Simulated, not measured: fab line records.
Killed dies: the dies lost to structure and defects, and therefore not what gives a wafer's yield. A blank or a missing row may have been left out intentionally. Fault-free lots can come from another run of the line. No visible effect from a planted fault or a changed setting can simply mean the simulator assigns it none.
Split-lot experiment || flow n5-finfet || route with 1938 steps; 7 lots, 39 wafers read

ABOUT THE SPLIT
At N5_PMOS_HMC_CHANNEL_EPI_EPI_20 (deposits SiGe30, target thk 59 nm), the setting pressure-torr was moved away from the recipe's 20 Torr on 24 of the 39 wafers read, by -9.7% to +15.1%. This setting was run at the recipe's value on the other wafers.

The reading comes from the split's own step.

THE READING
SiGe30_of_PMOS_HMC_CHANNEL_EPI_EPI_20.thk-nm (the simulator's own value, which no gauge read), in nm, at N5_PMOS_HMC_CHANNEL_EPI_EPI_20 (deposits SiGe30, target thk 59 nm). No usual value for it is given in the file. Average 59.34 nm, standard deviation 0.59 nm, over the 15 wafers here run with the recipe.

{"wafer": "L074.1", "tool, chamber at the split": "epi-rpcvd-02, 0", "pressure-torr as run, Torr": 18.39, "against the recipe": "-8.1%", "SiGe30_of_PMOS_HMC_CHANNEL_EPI_EPI_20.thk-nm, nm": 57.18, "against lot-mates on the recipe": "no lot-mate on the recipe"}
{"wafer": "L074.2", "tool, chamber at the split": "epi-rpcvd-02, 0", "pressure-torr as run, Torr": 18.39, "against the recipe": "-8.1%", "SiGe30_of_PMOS_HMC_CHANNEL_EPI_EPI_20.thk-nm, nm": 57.09, "against lot-mates on the recipe": "no lot-mate on the recipe"}
{"wafer": "L074.3", "tool, chamber at the split": "epi-rpcvd-02, 0", "pressure-torr as run, Torr": 18.39, "against the recipe": "-8.1%", "SiGe30_of_PMOS_HMC_CHANNEL_EPI_EPI_20.thk-nm, nm": 57.15, "against lot-mates on the recipe": "no lot-mate on the recipe"}
{"wafer": "L074.4", "tool, chamber at the split": "epi-rpcvd-02, 0", "pressure-torr as run, Torr": 18.39, "against the recipe": "-8.1%", "SiGe30_of_PMOS_HMC_CHANNEL_EPI_EPI_20.thk-nm, nm": 57.77, "against lot-mates on the recipe": "no lot-mate on the recipe"}
{"wafer": "L074.5", "tool, chamber at the split": "epi-rpcvd-02, 0", "pressure-torr as run, Torr": 18.39, "against the recipe": "-8.1%", "SiGe30_of_PMOS_HMC_CHANNEL_EPI_EPI_20.thk-nm, nm": 58.21, "against lot-mates on the recipe": "no lot-mate on the recipe"}
{"wafer": "L074.6", "tool, chamber at the split": "epi-rpcvd-02, 0", "pressure-torr as run, Torr": 18.39, "against the recipe": "-8.1%", "SiGe30_of_PMOS_HMC_CHANNEL_EPI_EPI_20.thk-nm, nm": 57.84, "against lot-mates on the recipe": "no lot-mate on the recipe"}
{"wafer": "L078.1", "tool, chamber at the split": "epi-rpcvd-04, 0", "pressure-torr as run, Torr": 20, "against the recipe": "recipe", "SiGe30_of_PMOS_HMC_CHANNEL_EPI_EPI_20.thk-nm, nm": 59.83, "against lot-mates on the recipe": "-"}
{"wafer": "L078.2", "tool, chamber at the split": "epi-rpcvd-04, 0", "pressure-torr as run, Torr": 20, "against the recipe": "recipe", "SiGe30_of_PMOS_HMC_CHANNEL_EPI_EPI_20.thk-nm, nm": 58.96, "against lot-mates on the recipe": "-"}
{"wafer": "L078.3", "tool, chamber at the split": "epi-rpcvd-04, 0", "pressure-torr as run, Torr": 20, "against the recipe": "recipe", "SiGe30_of_PMOS_HMC_CHANNEL_EPI_EPI_20.thk-nm, nm": 59.01, "against lot-mates on the recipe": "-"}
{"wafer": "L078.4", "tool, chamber at the split": "epi-rpcvd-04, 0", "pressure-torr as run, Torr": 20, "against the recipe": "recipe", "SiGe30_of_PMOS_HMC_CHANNEL_EPI_EPI_20.thk-nm, nm": 59.73, "against lot-mates on the recipe": "-"}
{"wafer": "L078.5", "tool, chamber at the split": "epi-rpcvd-04, 0", "pressure-torr as run, Torr": 20, "against the recipe": "recipe", "SiGe30_of_PMOS_HMC_CHANNEL_EPI_EPI_20.thk-nm, nm": 58.33, "against lot-mates on the recipe": "-"}
{"wafer": "L078.6", "tool, chamber at the split": "epi-rpcvd-04, 0", "pressure-torr as run, Torr": 20, "against the recipe": "recipe", "SiGe30_of_PMOS_HMC_CHANNEL_EPI_EPI_20.thk-nm, nm": 59.27, "against lot-mates on the recipe": "-"}
{"wafer": "L081.1", "tool, chamber at the split": "epi-rpcvd-04, 0", "pressure-torr as run, Torr": 20, "against the recipe": "recipe", "SiGe30_of_PMOS_HMC_CHANNEL_EPI_EPI_20.thk-nm, nm": 59.23, "against lot-mates on the recipe": "-"}
{"wafer": "L081.2", "tool, chamber at the split": "epi-rpcvd-04, 0", "pressure-torr as run, Torr": 20, "against the recipe": "recipe", "SiGe30_of_PMOS_HMC_CHANNEL_EPI_EPI_20.thk-nm, nm": 59.13, "against lot-mates on the recipe": "-"}
{"wafer": "L081.3", "tool, chamber at the split": "epi-rpcvd-04, 0", "pressure-torr as run, Torr": 20, "against the recipe": "recipe", "SiGe30_of_PMOS_HMC_CHANNEL_EPI_EPI_20.thk-nm, nm": 59.48, "against lot-mates on the recipe": "-"}
{"wafer": "L081.4", "tool, chamber at the split": "epi-rpcvd-04, 0", "pressure-torr as run, Torr": 20, "against the recipe": "recipe", "SiGe30_of_PMOS_HMC_CHANNEL_EPI_EPI_20.thk-nm, nm": 58.76, "against lot-mates on the recipe": "-"}
{"wafer": "L081.5", "tool, chamber at the split": "epi-rpcvd-04, 0", "pressure-torr as run, Torr": 20, "against the recipe": "recipe", "SiGe30_of_PMOS_HMC_CHANNEL_EPI_EPI_20.thk-nm, nm": 59.14, "against lot-mates on the recipe": "-"}
{"wafer": "L081.6", "tool, chamber at the split": "epi-rpcvd-04, 0", "pressure-torr as run, Torr": 20, "against the recipe": "recipe", "SiGe30_of_PMOS_HMC_CHANNEL_EPI_EPI_20.thk-nm, nm": 58.63, "against lot-mates on the recipe": "-"}
{"wafer": "L082.2", "tool, chamber at the split": "epi-rpcvd-01, 0", "pressure-torr as run, Torr": 20, "against the recipe": "recipe", "SiGe30_of_PMOS_HMC_CHANNEL_EPI_EPI_20.thk-nm, nm": 60.6, "against lot-mates on the recipe": "-"}
{"wafer": "L082.5", "tool, chamber at the split": "epi-rpcvd-01, 0", "pressure-torr as run, Torr": 20, "against the recipe": "recipe", "SiGe30_of_PMOS_HMC_CHANNEL_EPI_EPI_20.thk-nm, nm": 59.74, "against lot-mates on the recipe": "-"}
{"wafer": "L082.6", "tool, chamber at the split": "epi-rpcvd-01, 0", "pressure-torr as run, Torr": 20, "against the recipe": "recipe", "SiGe30_of_PMOS_HMC_CHANNEL_EPI_EPI_20.thk-nm, nm": 60.25, "against lot-mates on the recipe": "-"}
{"wafer": "L083.1", "tool, chamber at the split": "epi-rpcvd-04, 0", "pressure-torr as run, Torr": 23.01, "against the recipe": "+15.1%", "SiGe30_of_PMOS_HMC_CHANNEL_EPI_EPI_20.thk-nm, nm": 62.58, "against lot-mates on the recipe": "no lot-mate on the recipe"}
{"wafer": "L083.2", "tool, chamber at the split": "epi-rpcvd-04, 0", "pressure-torr as run, Torr": 23.01, "against the recipe": "+15.1%", "SiGe30_of_PMOS_HMC_CHANNEL_EPI_EPI_20.thk-nm, nm": 62.75, "against lot-mates on the recipe": "no lot-mate on the recipe"}
{"wafer": "L083.3", "tool, chamber at the split": "epi-rpcvd-04, 0", "pressure-torr as run, Torr": 23.01, "against the recipe": "+15.1%", "SiGe30_of_PMOS_HMC_CHANNEL_EPI_EPI_20.thk-nm, nm": 62.91, "against lot-mates on the recipe": "no lot-mate on the recipe"}
{"wafer": "L083.4", "tool, chamber at the split": "epi-rpcvd-04, 0", "pressure-torr as run, Torr": 23.01, "against the recipe": "+15.1%", "SiGe30_of_PMOS_HMC_CHANNEL_EPI_EPI_20.thk-nm, nm": 62.78, "against lot-mates on the recipe": "no lot-mate on the recipe"}
{"wafer": "L083.5", "tool, chamber at the split": "epi-rpcvd-04, 0", "pressure-torr as run, Torr": 23.01, "against the recipe": "+15.1%", "SiGe30_of_PMOS_HMC_CHANNEL_EPI_EPI_20.thk-nm, nm": 62.8, "against lot-mates on the recipe": "no lot-mate on the recipe"}
{"wafer": "L083.6", "tool, chamber at the split": "epi-rpcvd-04, 0", "pressure-torr as run, Torr": 23.01, "against the recipe": "+15.1%", "SiGe30_of_PMOS_HMC_CHANNEL_EPI_EPI_20.thk-nm, nm": 62.64, "against lot-mates on the recipe": "no lot-mate on the recipe"}
{"wafer": "L088.1", "tool, chamber at the split": "epi-rpcvd-04, 0", "pressure-torr as run, Torr": 21.12, "against the recipe": "+5.6%", "SiGe30_of_PMOS_HMC_CHANNEL_EPI_EPI_20.thk-nm, nm": 60.12, "against lot-mates on the recipe": "no lot-mate on the recipe"}
{"wafer": "L088.2", "tool, chamber at the split": "epi-rpcvd-04, 0", "pressure-torr as run, Torr": 21.12, "against the recipe": "+5.6%", "SiGe30_of_PMOS_HMC_CHANNEL_EPI_EPI_20.thk-nm, nm": 60.2, "against lot-mates on the recipe": "no lot-mate on the recipe"}
{"wafer": "L088.3", "tool, chamber at the split": "epi-rpcvd-04, 0", "pressure-torr as run, Torr": 21.12, "against the recipe": "+5.6%", "SiGe30_of_PMOS_HMC_CHANNEL_EPI_EPI_20.thk-nm, nm": 60.34, "against lot-mates on the recipe": "no lot-mate on the recipe"}
{"wafer": "L088.4", "tool, chamber at the split": "epi-rpcvd-04, 0", "pressure-torr as run, Torr": 21.12, "against the recipe": "+5.6%", "SiGe30_of_PMOS_HMC_CHANNEL_EPI_EPI_20.thk-nm, nm": 59.3, "against lot-mates on the recipe": "no lot-mate on the recipe"}
{"wafer": "L088.5", "tool, chamber at the split": "epi-rpcvd-04, 0", "pressure-torr as run, Torr": 21.12, "against the recipe": "+5.6%", "SiGe30_of_PMOS_HMC_CHANNEL_EPI_EPI_20.thk-nm, nm": 60.53, "against lot-mates on the recipe": "no lot-mate on the recipe"}
{"wafer": "L088.6", "tool, chamber at the split": "epi-rpcvd-04, 0", "pressure-torr as run, Torr": 21.12, "against the recipe": "+5.6%", "SiGe30_of_PMOS_HMC_CHANNEL_EPI_EPI_20.thk-nm, nm": 59.66, "against lot-mates on the recipe": "no lot-mate on the recipe"}
{"wafer": "L096.1", "tool, chamber at the split": "epi-rpcvd-02, 0", "pressure-torr as run, Torr": 18.05, "against the recipe": "-9.7%", "SiGe30_of_PMOS_HMC_CHANNEL_EPI_EPI_20.thk-nm, nm": 55.52, "against lot-mates on the recipe": "no lot-mate on the recipe"}
{"wafer": "L096.2", "tool, chamber at the split": "epi-rpcvd-02, 0", "pressure-torr as run, Torr": 18.05, "against the recipe": "-9.7%", "SiGe30_of_PMOS_HMC_CHANNEL_EPI_EPI_20.thk-nm, nm": 56.12, "against lot-mates on the recipe": "no lot-mate on the recipe"}
{"wafer": "L096.3", "tool, chamber at the split": "epi-rpcvd-02, 0", "pressure-torr as run, Torr": 18.05, "against the recipe": "-9.7%", "SiGe30_of_PMOS_HMC_CHANNEL_EPI_EPI_20.thk-nm, nm": 56.18, "against lot-mates on the recipe": "no lot-mate on the recipe"}
{"wafer": "L096.4", "tool, chamber at the split": "epi-rpcvd-02, 0", "pressure-torr as run, Torr": 18.05, "against the recipe": "-9.7%", "SiGe30_of_PMOS_HMC_CHANNEL_EPI_EPI_20.thk-nm, nm": 55.41, "against lot-mates on the recipe": "no lot-mate on the recipe"}
{"wafer": "L096.5", "tool, chamber at the split": "epi-rpcvd-02, 0", "pressure-torr as run, Torr": 18.05, "against the recipe": "-9.7%", "SiGe30_of_PMOS_HMC_CHANNEL_EPI_EPI_20.thk-nm, nm": 55.17, "against lot-mates on the recipe": "no lot-mate on the recipe"}
{"wafer": "L096.6", "tool, chamber at the split": "epi-rpcvd-02, 0", "pressure-torr as run, Torr": 18.05, "against the recipe": "-9.7%", "SiGe30_of_PMOS_HMC_CHANNEL_EPI_EPI_20.thk-nm, nm": 56.08, "against lot-mates on the recipe": "no lot-mate on the recipe"}

FIT RESULTS
A straight line over all 39 wafers: SiGe30_of_PMOS_HMC_CHANNEL_EPI_EPI_20.thk-nm changes by +0.252 nm for each +1% of pressure-torr; r = +0.95; the points scatter about the line by 0.67 nm.
Too few moved wafers with a lot-mate on the recipe to fit a line net of each lot's own level.

FILE'S OWN FIT
SiGe30_of_PMOS_HMC_CHANNEL_EPI_EPI_20.thk-nm changes by +0.252 nm for each +1% of pressure-torr, r = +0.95.
